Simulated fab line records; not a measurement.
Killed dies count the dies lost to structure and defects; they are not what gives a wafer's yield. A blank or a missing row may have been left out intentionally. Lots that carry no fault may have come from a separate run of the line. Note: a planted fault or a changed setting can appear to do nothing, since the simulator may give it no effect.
The tool behind it: which one? -- flow nand-harc -- 72 wafers from 24 lots sampled at 3 of the route's 1302 steps

== WHAT THE GAUGES READ, wafer by wafer ==
NHARC_A_CHANNEL_HOLE_D2_CD_MEAS_31. Usual: 89.9 nm for cd-nm, sd 1.
lot,measured,on,cd-nm (nm),flag
L074,day 13 15:56,cd-sem-01,88.1 88.9 90.5,
L075,day 14 01:38,cd-sem-02,90.0 89.3 89.2,
L076,day 14 07:21,cd-sem-02,90.0 90.5 91.1,
L077,day 14 14:42,cd-sem-03,88.4 89.7 89.0,
L079,day 14 22:54,cd-sem-02,89.3 88.3 90.4,
L078,day 14 23:54,cd-sem-01,89.6 91.2 90.4,
L080,day 15 14:52,cd-sem-01,90.0 90.1 91.1,
L081,day 16 07:29,cd-sem-03,89.8 89.9 90.5,
L082,day 17 00:44,cd-sem-01,89.6 89.5 90.6,
L083,day 17 19:33,cd-sem-03,90.7 90.1 90.5,
L085,day 18 00:20,cd-sem-03,89.2 90.6 90.5,
L084,day 18 00:55,cd-sem-02,89.9 90.9 89.9,
L086,day 18 06:59,cd-sem-03,91.5 89.0 90.1,
L087,day 19 10:43,cd-sem-02,90.1 91.1 90.4,
L088,day 19 12:43,cd-sem-02,90.8 89.5 88.9,
L089,day 20 03:46,cd-sem-02,90.9 89.0 89.7,
L091,day 20 14:29,cd-sem-03,90.4 90.5 92.1,
L090,day 20 15:59,cd-sem-03,89.6 91.3 88.5,
L092,day 20 20:08,cd-sem-01,89.1 89.2 89.4,
L093,day 21 07:23,cd-sem-01,89.7 91.2 89.2,
L094,day 21 19:37,cd-sem-01,89.4 89.7 90.3,
L095,day 22 09:10,cd-sem-03,90.5 88.6 90.4,
L096,day 22 11:14,cd-sem-02,88.1 91.1 88.4,
L097,day 23 08:40,cd-sem-03,88.4 90.4 89.9,

== WHICH TOOL RAN EACH LOT (tool, then ch and the chambers of the sampled wafers, then the start) ==
lot,NHARC_A_CHANNEL_HOLE_D2_ETCH_21,NHARC_A_CHANNEL_HOLE_D2_ETCH_26
L074,"har-etch-02 ch 1, day 13 10:55","har-etch-02 ch 1, day 13 14:14"
L075,"har-etch-01 ch 1, day 13 20:31","har-etch-01 ch 1, day 13 23:53"
L076,"har-etch-02 ch 0, day 14 02:19","har-etch-02 ch 0, day 14 05:38"
L077,"har-etch-02 ch 0,1, day 14 09:48","har-etch-02 ch 0,1, day 14 13:04"
L079,"har-etch-01 ch 0,1, day 14 18:01","har-etch-01 ch 0,1, day 14 21:15"
L078,"har-etch-02 ch 0,1, day 14 18:49","har-etch-02 ch 0,1, day 14 22:10"
L080,"har-etch-02 ch 0,1, day 15 09:46","har-etch-02 ch 0,1, day 15 13:07"
L081,"har-etch-02 ch 0,1, day 16 02:21","har-etch-02 ch 0,1, day 16 05:43"
L082,"har-etch-01 ch 0,1, day 16 19:41","har-etch-01 ch 0,1, day 16 23:01"
L083,"har-etch-02 ch 0,1, day 17 14:10","har-etch-02 ch 0,1, day 17 17:32"
L085,"har-etch-02 ch 0,1, day 17 19:16","har-etch-02 ch 0,1, day 17 22:36"
L084,"har-etch-01 ch 0,1, day 17 19:56","har-etch-01 ch 0,1, day 17 23:13"
L086,"har-etch-01 ch 0,1, day 18 01:56","har-etch-01 ch 0,1, day 18 05:16"
L087,"har-etch-02 ch 0,1, day 19 05:38","har-etch-02 ch 0,1, day 19 08:59"
L088,"har-etch-01 ch 1, day 19 07:36","har-etch-01 ch 1, day 19 10:58"
L089,"har-etch-01 ch 0,1, day 19 22:45","har-etch-01 ch 0,1, day 20 02:03"
L091,"har-etch-02 ch 0,1, day 20 09:22","har-etch-02 ch 0,1, day 20 12:44"
L090,"har-etch-01 ch 0,1, day 20 11:05","har-etch-01 ch 0,1, day 20 14:20"
L092,"har-etch-01 ch 0,1, day 20 15:03","har-etch-01 ch 0,1, day 20 18:25"
L093,"har-etch-02 ch 0,1, day 21 02:27","har-etch-02 ch 0,1, day 21 05:43"
L094,"har-etch-01 ch 0,1, day 21 14:35","har-etch-01 ch 0,1, day 21 17:52"
L095,"har-etch-02 ch 0,1, day 22 03:59","har-etch-02 ch 0,1, day 22 07:19"
L096,"har-etch-01 ch 0,1, day 22 06:04","har-etch-01 ch 0,1, day 22 09:22"
L097,"har-etch-01 ch 0,1, day 23 03:33","har-etch-01 ch 0,1, day 23 06:55"
- NHARC_A_CHANNEL_HOLE_D2_ETCH_21: etches the open film in C4F8/O2/Ar, time 514.3 s, target depth 1600 nm.
- NHARC_A_CHANNEL_HOLE_D2_ETCH_26: etches the open film in C4F8/O2/Ar, time 224.1 s, target depth 300 nm.

== WHAT THE TOOLS THEMSELVES READ (means of the sampled wafers that have a number; where no wafer has one, the mark that the record gives instead) ==
NHARC_A_CHANNEL_HOLE_D2_ETCH_21. Usual: drypump-motor-current-A 5.6 A, standard deviation 0.49; he-backside-leak-sccm 6.3 sccm, standard deviation 0.67; showerhead-plenum-p-Torr 3.63 Torr, standard deviation 0.11; throttle-valve-pct 32.155 %, standard deviation 0.0092.
lot,tool,drypump-motor-current-A (A),he-backside-leak-sccm (sccm),showerhead-plenum-p-Torr (Torr),throttle-valve-pct (%),flag
L074,har-etch-02,5.1,6.4,3.74,32.158,
L075,har-etch-01,5.3,6.8,3.49,32.159,
L076,har-etch-02,5.8,7.0,3.72,32.159,
L077,har-etch-02,5.6,6.9,3.72,32.154,
L079,har-etch-01,6.0,6.0,3.62,32.150,
L078,har-etch-02,5.5,7.0,3.72,32.158,
L080,har-etch-02,5.6,7.0,3.71,32.150,
L081,har-etch-02,5.3,6.8,3.72,32.150,
L082,har-etch-01,5.7,6.3,3.54,32.158,
L083,har-etch-02,5.5,5.5,3.70,32.156,
L085,har-etch-02,5.3,5.6,3.71,32.159,
L084,har-etch-01,6.1,6.1,3.59,32.159,
L086,har-etch-01,5.7,6.8,3.53,32.153,
L087,har-etch-02,5.3,5.3,3.70,32.158,
L088,har-etch-01,5.3,6.9,3.45,32.145,
L089,har-etch-01,5.7,6.6,3.52,32.160,
L091,har-etch-02,5.3,5.5,3.69,32.159,
L090,har-etch-01,6.0,6.4,3.57,32.154,
L092,har-etch-01,6.0,6.4,3.57,32.158,
L093,har-etch-02,5.6,5.7,3.67,32.161,
L094,har-etch-01,6.0,6.3,3.56,32.165,
L095,har-etch-02,5.6,5.7,3.67,32.157,
L096,har-etch-01,6.0,6.4,3.56,32.148,
L097,har-etch-01,6.0,6.5,3.55,32.151,

NHARC_A_CHANNEL_HOLE_D2_ETCH_26. Usual: drypump-motor-current-A 5.6 A, standard deviation 0.5; he-backside-leak-sccm 6.4 sccm, standard deviation 0.68; showerhead-plenum-p-Torr 3.67 Torr, standard deviation 0.11; throttle-valve-pct 24.585 %, standard deviation 0.0088.
lot,tool,drypump-motor-current-A (A),he-backside-leak-sccm (sccm),showerhead-plenum-p-Torr (Torr),throttle-valve-pct (%),flag
L074,har-etch-02,5.1,6.6,3.78,24.581,
L075,har-etch-01,5.3,6.7,3.53,24.587,
L076,har-etch-02,5.8,7.1,3.77,24.583,
L077,har-etch-02,5.6,6.7,3.77,24.584,
L079,har-etch-01,6.0,6.0,3.66,24.580,
L078,har-etch-02,5.6,7.0,3.76,24.583,
L080,har-etch-02,5.5,7.1,3.76,24.583,
L081,har-etch-02,5.3,7.1,3.76,24.590,
L082,har-etch-01,5.7,6.5,3.58,24.589,
L083,har-etch-02,5.6,5.8,3.75,24.584,
L085,har-etch-02,5.3,5.7,3.75,24.585,
L084,har-etch-01,6.0,6.3,3.63,24.578,
L086,har-etch-01,5.7,6.8,3.56,24.575,
L087,har-etch-02,5.3,5.8,3.74,24.587,
L088,har-etch-01,5.3,7.1,3.48,24.589,
L089,har-etch-01,5.7,6.9,3.55,24.579,
L091,har-etch-02,5.3,5.5,3.73,24.579,
L090,har-etch-01,6.0,6.2,3.61,24.582,
L092,har-etch-01,6.0,6.4,3.61,24.584,
L093,har-etch-02,5.6,5.8,3.72,24.588,
L094,har-etch-01,6.1,6.4,3.60,24.589,
L095,har-etch-02,5.6,5.6,3.71,24.590,
L096,har-etch-01,6.0,6.3,3.60,24.588,
L097,har-etch-01,6.0,6.7,3.59,24.582,

== THE ANSWER, worked out from the rows above alone ==
Rule: lot off if the mean of its wafers having a number is beyond 3 standard deviations from the usual mean. A lot without any number at a reading at which 4 lots or more have one is off too. The other lots that the step has rows for count as sound. Order of review: gauges by route order, followed by the tools' own readings, for which a lot's mean as printed above is used. At the first step where some lot is off, the reading lying furthest off is the one used; lots without a number count as furthest.
Across all readings shown, no lot is off: no conclusion can be drawn from this.

== WHAT THE SIMULATOR HAD PUT IN ==
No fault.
